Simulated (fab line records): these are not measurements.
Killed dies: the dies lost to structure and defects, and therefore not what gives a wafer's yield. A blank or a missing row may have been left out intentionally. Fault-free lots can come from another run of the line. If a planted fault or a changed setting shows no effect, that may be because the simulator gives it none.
fab line records ; flow n5_finfet
record lots=9; wafers=26; last_day=18
route steps=1938 shown BEOL_M4@1111 BEOL_M8@1349 PASSIVATION@1936
lots with no fault: from the same line, run without faults
start_h: start of the lot's first displayed wafer, in hours after the record's first day ; wait_h: time in hours since the lot's previous step ; " the same as in the row above ; L1.1+2: several wafers, shown together as one row ; - either no value or no given start ; * or withheld: withheld ; < > ~ a bound
route shown NAME@n: names a module that has steps shown in the file, with the first one's number in the route ; usual: average and standard deviation across the fault-free wafers ; same: alike in all rows ; chamber/n: place in a boat ; sites: readings site by site ; _std_site: the standard deviation of these ; _edge_site: outer sites' mean less inner sites' ; radius_mm: for every site, how far away it sits from the centre of the wafer ; mask NAME#n: copy n ; behind: tool/chamber where the wafer was last shaped ; hold: reason for holding the lot/hours on hold/outcome of the hold ; device: transistor that didn't switch, given as n, p or np ; end of line: at the end of the route, the tests of the same wafers ; step lacking rows: just its recipe ; killed: dies that structure and defects cost at the first sort, which is not the same as the wafer's yield ; map: per-die view of a wafer (x killed, . not killed, _ where there is no die)
set.NAME: setting as actually run; set.NAME@STEP: the setting as run at that earlier step ; model.NAME: the simulator's own value behind a step, which no gauge read
the route's steps for a sample of lots (tables are steps, rows are wafers)
services: from which hour (start_h, from the record's first day; less than 0 if before it) a tool's chamber was out of use, for how many hours, and why
## steps
# step N5_BEOL_M4_RC_MEAS_101
# usual DIBL_N=36.9/1.7; DIBL_P=37.3/2.3; IOFF_N=0.16/0.033; IOFF_P=0.22/0.04; ION_N=673/12; ION_P=463/8; SS_N=71.6/0.58; SS_P=73.4/0.74; VT_N=250/3.2; VT_P=-250/3.4
lot.wafer;tool;chamber;start_h;wait_h;DIBL_N[mV/V];DIBL_P[mV/V];IOFF_N[nA/um];IOFF_P[nA/um];ION_N[uA/um];ION_P[uA/um];SS_N[mV/dec];SS_P[mV/dec];VT_N[mV];VT_P[mV]
L323.2;prober-02;0;181.31;0.2;35.8;38.3;0.15;0.19;669;455;71.9;74.0;251;-256
L323.4;prober-02;0;181.31;0.2;36.7;38.5;0.16;0.20;675;463;71.5;73.6;249;-255
L323.6;prober-02;0;181.31;0.2;36.7;39.2;0.16;0.21;667;458;71.4;74.5;250;-254
L332.2;prober-02;0;225.60;0.2;38.0;39.0;0.20;0.30;690;487;71.6;73.9;245;-242
L332.3;prober-02;0;225.60;0.2;37.7;38.5;0.17;0.29;669;474;71.6;74.0;251;-245
L332.6;prober-02;0;225.60;0.2;37.2;37.2;0.16;0.25;673;471;71.3;72.9;251;-245
L336.1;prober-02;0;254.92;0.0;38.1;37.7;0.17;0.26;676;469;71.7;73.6;250;-247
L336.5;prober-02;0;254.92;0.0;38.0;36.8;0.17;0.22;674;462;71.7;73.1;248;-252
L336.6;prober-02;0;254.92;0.0;36.9;36.9;0.17;0.24;699;477;71.6;73.4;249;-249
L337.1;prober-01;0;261.93;0.0;35.4;36.1;0.14;0.18;682;468;71.1;73.3;252;-256
L337.2;prober-01;0;261.93;0.0;35.7;36.8;0.13;0.19;650;452;71.7;73.2;255;-253
L337.6;prober-01;0;261.93;0.0;35.7;36.9;0.13;0.20;669;462;71.7;73.1;251;-252
L341.5;prober-01;0;291.42;0.6;38.5;37.8;0.17;0.23;697;476;71.4;73.7;248;-249
L341.6;prober-01;0;291.42;0.6;38.1;37.8;0.17;0.23;670;462;71.7;72.7;251;-250
L342.2;prober-02;0;304.66;0.2;37.1;37.2;0.18;0.22;677;461;71.6;74.7;246;-251
L342.3;prober-02;0;304.66;0.2;34.8;35.2;0.14;0.18;677;458;70.7;72.4;252;-254
L342.4;prober-02;0;304.66;0.2;32.6;31.7;0.10;0.15;650;449;69.9;72.3;257;-259
L344.3;prober-02;0;307.75;0.3;38.6;39.3;0.18;0.24;673;459;71.7;73.9;252;-252
L344.4;prober-02;0;307.75;0.3;39.3;39.4;0.18;0.23;669;459;72.6;74.4;251;-253
L344.5;prober-02;0;307.75;0.3;37.7;38.0;0.14;0.21;661;453;72.0;73.8;255;-255
L343.3;prober-01;0;308.31;0.3;34.2;36.0;0.12;0.19;669;467;71.6;72.4;256;-254
L343.5;prober-01;0;308.31;0.3;39.0;41.1;0.20;0.27;677;465;72.0;73.9;246;-248
L343.6;prober-01;0;308.31;0.3;36.4;37.0;0.14;0.21;667;464;71.3;73.9;254;-248
L345.2;prober-02;0;311.07;0.2;36.1;35.9;0.13;0.19;649;447;71.3;72.5;254;-250
L345.4;prober-02;0;311.07;0.2;38.0;37.9;0.15;0.22;676;464;71.4;73.6;252;-249
L345.5;prober-02;0;311.07;0.2;37.1;36.7;0.14;0.20;662;456;70.7;73.4;252;-253
# step N5_BEOL_M8_ETCH_61
# recipe chemistry=CF4; target=SiARC; target_depth_a=455; mask_material=CAR-ArF; time_s=75.8; ion_energy_ev=80; pressure_mtorr=40; source_w=545; bias_w=36; Ar_flow_sccm=100; cf4_flow_sccm=100; ends=cleared
# usual drypump_motor_current_A=5.9/0.36; etch_rf_on_time_s=76.0/1.5; oes_product_au=0.70/0.063; rf_vpp_V=184.4/1.1; showerhead_plenum_p_Torr=2.16/0.062; throttle_valve_pct=15.55/0.26
lot.wafer;tool;chamber;start_h;wait_h;drypump_motor_current_A;etch_rf_on_time_s;oes_product_au;rf_hours_counter_h;rf_vpp_V;showerhead_plenum_p_Torr;throttle_valve_pct
L323.2;rie_diel-01;2;217.17;0.0;5.9;77.7;0.58;244;185.0;2.19;15.77
L323.4;rie_diel-01;1;217.17;0.0;6.1;76.9;0.80;8;183.7;2.09;15.29
L323.6;rie_diel-01;3;217.17;0.0;5.3;73.4;0.75;-;185.7;2.28;15.73
L332.2;rie_diel-01;0;256.44;0.0;6.0;74.1;0.70;77;187.5;2.25;15.50
L332.3;rie_diel-01;1;256.44;0.0;6.1;77.6;0.76;25;184.3;2.09;15.32
L332.6;rie_diel-01;3;256.44;0.0;5.3;74.0;0.73;-;184.7;2.27;15.75
L336.1;rie_diel-06;3;292.62;0.0;5.4;78.3;0.56;246;184.3;2.11;16.04
L336.5;rie_diel-06;2;292.62;0.0;5.7;75.8;0.70;-;184.7;2.08;15.50
L336.6;rie_diel-06;1;292.62;0.0;6.5;77.8;0.72;-;185.5;2.17;15.73
L337.1;rie_diel-02;2;296.52;0.0;6.2;74.9;0.71;85;184.3;2.15;15.22
L337.2;rie_diel-02;1;296.52;0.0;5.5;76.4;0.59;248;185.4;2.20;16.15
L337.6;rie_diel-02;0;296.52;0.0;6.0;75.0;0.70;-;183.2;2.15;15.40
L341.5;rie_diel-01;3;322.13;0.0;5.3;73.2;0.70;-;185.7;2.26;15.79
L341.6;rie_diel-01;0;322.13;0.0;6.0;74.8;0.68;-;185.6;2.24;15.55
L343.3;rie_diel-06;1;337.19;0.0;6.5;76.5;0.70;73;184.8;2.16;15.78
L343.5;rie_diel-06;2;337.19;0.0;5.7;76.0;0.69;-;182.3;2.08;15.54
L343.6;rie_diel-06;1;337.19;0.0;6.5;77.0;0.70;-;184.9;2.16;15.75
L342.2;rie_diel-01;1;338.44;0.0;6.1;78.0;0.71;56;182.8;2.08;15.37
L342.3;rie_diel-01;2;338.44;0.0;5.9;75.3;0.80;20;185.2;2.18;15.37
L342.4;rie_diel-01;3;338.44;0.0;5.3;73.3;0.70;85;185.3;2.26;15.82
L345.2;rie_diel-01;0;340.39;0.0;6.1;74.2;0.67;110;185.3;2.24;15.56
L345.4;rie_diel-01;3;340.39;0.0;5.3;74.8;0.69;86;186.5;2.26;15.81
L345.5;rie_diel-01;1;340.39;0.0;6.0;78.6;0.72;-;183.0;2.08;15.39
L344.3;rie_diel-02;0;343.50;0.0;6.0;76.8;0.66;117;183.5;2.14;15.45
L344.4;rie_diel-02;1;343.50;0.0;5.5;76.9;0.80;10;185.2;2.20;15.72
L344.5;rie_diel-02;0;343.50;0.0;6.0;76.2;0.67;-;183.1;2.14;15.45
# step N5_BEOL_M8_ETCH_66
# recipe chemistry=N2/H2; target=SOC; target_depth_a=800; overetch_a=160; mask_material=SiARC; temp_c=40; time_s=120; ion_energy_ev=200; pressure_mtorr=30; source_w=840; bias_w=150; n2_flow_sccm=200; h2_flow_sccm=200
# usual drypump_motor_current_A=5.9/0.33; oes_product_au=0.63/0.049; rf_vpp_V=524.8/1.9; showerhead_plenum_p_Torr=2.57/0.06; throttle_valve_pct=17.71/0.22
# same time_s=120
lot.wafer;tool;chamber;start_h;wait_h;drypump_motor_current_A;oes_product_au;rf_hours_counter_h;rf_vpp_V;showerhead_plenum_p_Torr;throttle_valve_pct
L323.2;rie_diel-02;1;219.04;0.0;5.5;0.55;222;526.1;2.59;17.98
L323.4;rie_diel-02;3;219.04;0.0;5.5;0.67;34;524.8;2.60;17.50
L323.6;rie_diel-02;1;219.04;0.0;5.5;0.55;-;526.7;2.59;17.98
L332.2;rie_diel-02;0;257.54;0.0;6.0;0.63;86;523.7;2.57;17.63
L332.3;rie_diel-02;3;257.54;0.0;5.5;0.65;47;524.8;2.59;17.52
L332.6;rie_diel-02;2;257.54;0.0;6.2;0.64;-;522.7;2.57;17.37
L336.1;rie_diel-01;2;294.65;0.0;5.9;0.74;6;526.6;2.59;17.50
L336.5;rie_diel-01;1;294.65;0.0;6.1;0.67;-;519.7;2.49;17.71
L336.6;rie_diel-01;0;294.65;0.0;6.0;0.61;-;527.4;2.68;17.83
L337.1;rie_diel-01;3;298.49;0.0;5.3;0.62;69;528.6;2.66;17.89
L337.2;rie_diel-01;0;298.49;0.0;6.0;0.60;93;527.7;2.68;17.81
L337.6;rie_diel-01;3;298.49;0.0;5.3;0.63;-;528.6;2.66;17.90
L341.5;rie_diel-06;2;324.45;0.0;5.7;0.63;-;521.4;2.47;17.88
L341.6;rie_diel-06;1;324.45;0.0;6.6;0.64;-;525.0;2.57;17.94
L343.3;rie_diel-01;2;339.87;0.0;5.9;0.71;21;525.9;2.58;17.51
L343.5;rie_diel-01;2;339.87;0.0;5.9;0.70;-;526.1;2.58;17.53
L343.6;rie_diel-01;3;339.87;0.0;5.3;0.61;-;527.6;2.66;17.92
L342.2;rie_diel-02;3;340.10;0.0;5.5;0.61;77;525.0;2.58;17.58
L342.3;rie_diel-02;1;340.10;0.0;5.5;0.73;8;526.1;2.58;17.67
L342.4;rie_diel-02;2;340.10;0.0;6.2;0.62;102;523.8;2.56;17.43
L345.2;rie_diel-02;2;341.37;0.0;6.2;0.62;103;523.8;2.56;17.43
L345.4;rie_diel-02;0;341.37;0.0;6.0;0.60;117;523.9;2.55;17.70
L345.5;rie_diel-02;1;341.37;0.0;5.5;0.73;-;524.5;2.58;17.68
L344.3;rie_diel-02;3;346.60;0.0;5.5;0.62;79;524.6;2.58;17.57
L344.4;rie_diel-02;2;346.60;0.0;6.2;0.62;105;524.0;2.55;17.45
L344.5;rie_diel-02;3;346.60;0.0;5.6;0.62;-;524.2;2.58;17.57
# step N5_BEOL_M8_VIA_ETCH_34
# recipe chemistry=C4F6/O2; target=SiCOH_lowk; target_depth_a=1255; mask_material=SOC; taper_deg=4; time_s=50.5; ion_energy_ev=250; pressure_mtorr=30; source_w=345; bias_w=185; Ar_flow_sccm=300; C4F6_flow_sccm=10; O2_flow_sccm=10
# usual drypump_motor_current_A=5.8/0.33; oes_product_au=0.82/0.067; rf_vpp_V=674/13; showerhead_plenum_p_Torr=2.88/0.067; throttle_valve_pct=20.80/0.28
# same time_s=50.5
lot.wafer;tool;chamber;start_h;wait_h;drypump_motor_current_A;oes_product_au;rf_hours_counter_h;rf_vpp_V;showerhead_plenum_p_Torr;throttle_valve_pct
L323.2;rie_diel-02;1;219.14;0.0;5.5;0.71;222;664;2.94;21.34
L323.4;rie_diel-02;3;219.14;0.0;5.5;0.86;34;660;2.91;20.52
L323.6;rie_diel-02;1;219.14;0.0;5.5;0.70;-;664;2.94;21.35
L332.2;rie_diel-02;0;257.64;0.0;6.0;0.58;86;670;2.87;20.65
L332.3;rie_diel-02;3;257.64;0.0;5.5;0.82;48;658;2.90;20.53
L332.6;rie_diel-02;2;257.64;0.0;6.2;0.84;-;699;2.86;20.46
L336.1;rie_diel-01;2;294.75;0.0;5.9;0.98;6;679;2.91;20.74
L336.5;rie_diel-01;1;294.75;0.0;6.1;0.86;-;683;2.78;20.72
L336.6;rie_diel-01;0;294.75;0.0;6.0;0.81;-;663;2.96;20.70
L337.1;rie_diel-01;3;298.59;0.0;5.3;0.82;69;666;3.00;21.09
L337.2;rie_diel-01;0;298.59;0.0;6.0;0.82;93;663;2.96;20.72
L337.6;rie_diel-01;3;298.59;0.0;5.3;0.83;-;666;3.00;21.10
L341.5;rie_diel-06;2;324.53;0.0;5.7;0.82;-;670;2.76;20.85
L341.6;rie_diel-06;1;324.53;0.0;6.5;0.84;-;678;2.87;21.03
L343.3;rie_diel-01;2;339.97;0.0;5.9;0.94;21;679;2.91;20.76
L343.5;rie_diel-01;2;339.97;0.0;5.9;0.93;-;678;2.91;20.75
L343.6;rie_diel-01;3;339.97;0.0;5.3;0.81;-;668;2.99;21.11
L342.2;rie_diel-02;3;340.20;0.0;5.6;0.80;77;660;2.89;20.58
L342.3;rie_diel-02;1;340.20;0.0;5.5;0.95;8;665;2.92;21.11
L342.4;rie_diel-02;2;340.20;0.0;6.2;0.82;103;697;2.85;20.50
L345.2;rie_diel-02;2;341.47;0.0;6.1;0.82;103;698;2.85;20.50
L345.4;rie_diel-02;0;341.47;0.0;6.0;0.79;117;670;2.86;20.74
L345.5;rie_diel-02;1;341.47;0.0;5.5;0.94;-;665;2.92;21.10
L344.3;rie_diel-02;3;346.70;0.0;5.5;0.81;79;660;2.89;20.57
L344.4;rie_diel-02;2;346.70;0.0;6.2;0.82;105;697;2.85;20.51
L344.5;rie_diel-02;3;346.70;0.0;5.5;0.78;-;659;2.89;20.58
# step N5_BEOL_M8_CD_MEAS_35
# recipe target_cd_nm=40; polarity=opening
# usual cd_nm=40.2/0.62
lot.wafer;tool;chamber;start_h;wait_h;cd_nm
L323.2;cd_sem-02;-;219.55;0.0;40.2
L323.4;cd_sem-02;-;219.55;0.0;40.1
L323.6;cd_sem-02;-;219.55;0.0;39.9
L332.2;cd_sem-02;-;258.05;0.0;40.7
L332.3;cd_sem-02;-;258.05;0.0;39.8
L332.6;cd_sem-02;-;258.05;0.0;41.5
L336.1;cd_sem-02;-;295.16;0.0;40.7
L336.5;cd_sem-02;-;295.16;0.0;40.6
L336.6;cd_sem-02;-;295.16;0.0;40.2
L337.1;cd_sem-03;-;299.00;0.0;40.7
L337.2;cd_sem-03;-;299.00;0.0;40.2
L337.6;cd_sem-03;-;299.00;0.0;40.2
L341.5;cd_sem-03;-;324.92;0.0;40.6
L341.6;cd_sem-03;-;324.92;0.0;40.1
L343.3;cd_sem-02;-;340.37;0.0;40.1
L343.5;cd_sem-02;-;340.37;0.0;39.3
L343.6;cd_sem-02;-;340.37;0.0;39.8
L342.2;cd_sem-01;-;340.61;0.0;38.8
L342.3;cd_sem-01;-;340.61;0.0;39.5
L342.4;cd_sem-01;-;340.61;0.0;39.4
L345.2;cd_sem-02;-;341.87;0.0;39.8
L345.4;cd_sem-02;-;341.87;0.0;41.0
L345.5;cd_sem-02;-;341.87;0.0;39.7
L344.3;cd_sem-02;-;347.10;0.0;40.4
L344.4;cd_sem-02;-;347.10;0.0;41.5
L344.5;cd_sem-02;-;347.10;0.0;40.0
# step N5_PASSIVATION_PROBE_49
# usual defect_limited_yield=91.2/1.3; killed_at_M0_to_M3=34/10; killed_at_M4_up=13/4.6; killed_at_contacts=13/5.5; killed_at_front_end=41/12; killed_at_other=2.8/2.4; killed_dies=104/16; killed_on_rim=14/4.2; killed_open=67/12; killed_short=33/7.2; sort_bin_5_function=5.1/0.86; sort_bin_6_memory=3.3/0.62; sort_n_pass=1076/16; sort_yield_pct=91.2/1.3
# same gross_dies=1180; killed_at_back_side=0; sort_bin_4_leakage[%]=0; sort_bin_8_speed[%]=0
lot.wafer;tool;chamber;start_h;wait_h;defect_limited_yield[%];killed_at_M0_to_M3;killed_at_M4_up;killed_at_contacts;killed_at_front_end;killed_at_other;killed_dies;killed_on_rim;killed_open;killed_short;sort_bin_5_function[%];sort_bin_6_memory[%];sort_n_pass;sort_yield_pct[%]
L332.2;prober-02;-;335.66;0.1;0;35;1075;16;52;2;1180;152;92;29;95.7;3.9;0;0
L332.3;prober-02;-;335.71;0.1;89.9;37;14;19;49;0;119;14;67;44;5.9;3.4;1061;89.9
L332.6;prober-02;-;335.86;0.3;90.7;33;13;21;41;2;110;14;69;41;6.4;2.5;1070;90.7
L336.1;prober-02;-;358.99;0.0;90.9;38;13;11;45;0;107;22;65;38;5.1;3.4;1073;90.9
L336.5;prober-02;-;359.19;0.2;90.8;30;18;5;55;0;108;16;74;32;5.9;2.9;1072;90.8
L337.1;prober-01;-;369.72;0.0;89.9;42;13;16;44;4;119;16;88;27;5.4;4.4;1061;89.9
L337.2;prober-01;-;369.77;0.1;92.3;16;14;5;46;10;91;15;60;27;5.0;2.6;1089;92.3
# killed by level:class
L332.2 BEOL_M8:area_etch=1057 MOL_CONTACT_COAG:geometric_particle:open=14 BEOL_M2:geometric_particle:open=11 BEOL_M4:geometric_particle:open=10 FIN_SAQP:geometric_particle:open=8 GATE_CUT:geometric_particle:open=7 BEOL_M3:geometric_particle:open=7 DUMMY_GATE:geometric_particle:open=6
L332.3 MOL_CONTACT_COAG:geometric_particle:open=14 BEOL_M0_SAQP:geometric_particle:open=10 STI_FIN_REVEAL:geometric_particle:open=9 BEOL_M0_SAQP:geometric_particle:short=9 BEOL_M4:geometric_particle:open=8 HKMG_FIN:area_etch=7 FIN_SAQP:geometric_particle:short=6 BEOL_M1:geometric_particle:short=6
L332.6 MOL_CONTACT_COAG:geometric_particle:open=15 BEOL_M3:geometric_particle:open=11 STI_FIN_REVEAL:geometric_particle:open=8 BEOL_M4:geometric_particle:open=8 BEOL_M0_SAQP:geometric_particle:short=7 FIN_SAQP:geometric_particle:open=6 GATE_CUT:geometric_particle:short=6 MOL_CONTACT_COAG:geometric_particle:short=6
L336.1 STI_FIN_REVEAL:geometric_particle:open=9 BEOL_M1:geometric_particle:open=8 BEOL_M0_SAQP:geometric_particle:open=7 FIN_SAQP:geometric_particle:open=6 MOL_CONTACT_COAG:geometric_particle:short=6 BEOL_M2:geometric_particle:open=6 DUMMY_GATE:geometric_particle:open=5 GATE_CUT:geometric_particle:short=5
L336.5 STI_FIN_REVEAL:geometric_particle:open=13 BEOL_M0_SAQP:geometric_particle:short=10 GATE_CUT:geometric_particle:short=10 BEOL_M0_SAQP:geometric_particle:open=9 GATE_CUT:geometric_particle:open=8 BEOL_M4:geometric_particle:open=7 MOL_CONTACT_COAG:geometric_particle:open=5 DUMMY_GATE:geometric_particle:open=5
L337.1 FIN_SAQP:geometric_particle:open=15 MOL_CONTACT_COAG:geometric_particle:open=12 BEOL_M0_SAQP:geometric_particle:open=11 BEOL_M2:geometric_particle:open=11 BEOL_M0_SAQP:geometric_particle:short=10 BEOL_M1:geometric_particle:open=8 BEOL_M5:geometric_particle:open=8 DUMMY_GATE:geometric_particle:open=7
L337.2 STI_FIN_REVEAL:geometric_particle:open=9 FIN_SAQP:geometric_particle:open=9 FIN_SAQP:geometric_particle:short=7 BEOL_M2:geometric_particle:open=6 BEOL_M0_SAQP:geometric_particle:short=5 GATE_CUT:geometric_particle:open=4 MOL_CONTACT_COAG:geometric_particle:open=4 STARTING-WAFER:geometric_particle:open=4
## services
tool;chamber;start_h;hours;kind
rie_diel-01;2;218.92;9.9;repair
rie_diel-02;0;219.88;3.8;repair
rie_diel-01;2;254.45;7.3;repair
rie_diel-01;2;261.77;-;clean
rie_diel-01;2;261.77;-;consumable_replace:focus_ring
rie_diel-01;2;261.77;11.2;scheduled_down
rie_diel-01;2;261.77;11.2;vent_cycle
rie_diel-02;1;302.20;-;clean
rie_diel-02;1;302.20;-;consumable_replace:focus_ring
rie_diel-02;1;302.20;17.0;scheduled_down
rie_diel-02;1;302.20;17.0;vent_cycle
rie_diel-06;3;303.32;-;clean
rie_diel-06;3;303.32;-;consumable_replace:focus_ring
rie_diel-06;3;303.32;15.4;scheduled_down
rie_diel-06;3;303.32;15.4;vent_cycle
rie_diel-01;2;315.73;7.1;repair
## key
first_sign step=N5_BEOL_M8_VIA_ETCH_34; reading=oes_product_au; direction=down; sigmas=3.6; usual=0.82; struck=0.58
effect step=N5_PASSIVATION_PROBE_49; reading=killed_at_M4_up; direction=up; sigmas=99+; usual=13; struck=1075
more_kills_born_at N5_BEOL_M8_VIA_ETCH_34@rie_diel-02=1057
met_at N5_BEOL_M8_VIA_ETCH_34
struck_lots L332
struck_wafers L332.2
later_rows_left_out L332.2
not_acting_at N5_BEOL_M8_ETCH_61,N5_BEOL_M8_ETCH_66,N5_BEOL_M8_CD_MEAS_35
fault kind=process_parameter_drift; tool=rie_diel-02; chamber=0; onset_h=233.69; steps=N5_BEOL_M8_VIA_ETCH_34; channel=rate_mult; offset=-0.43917; shape=step; end_h=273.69
# later_rows_left_out: the simulator's readings of these wafers behind a module that went badly wrong aren't trusted and aren't shown, but for the sort
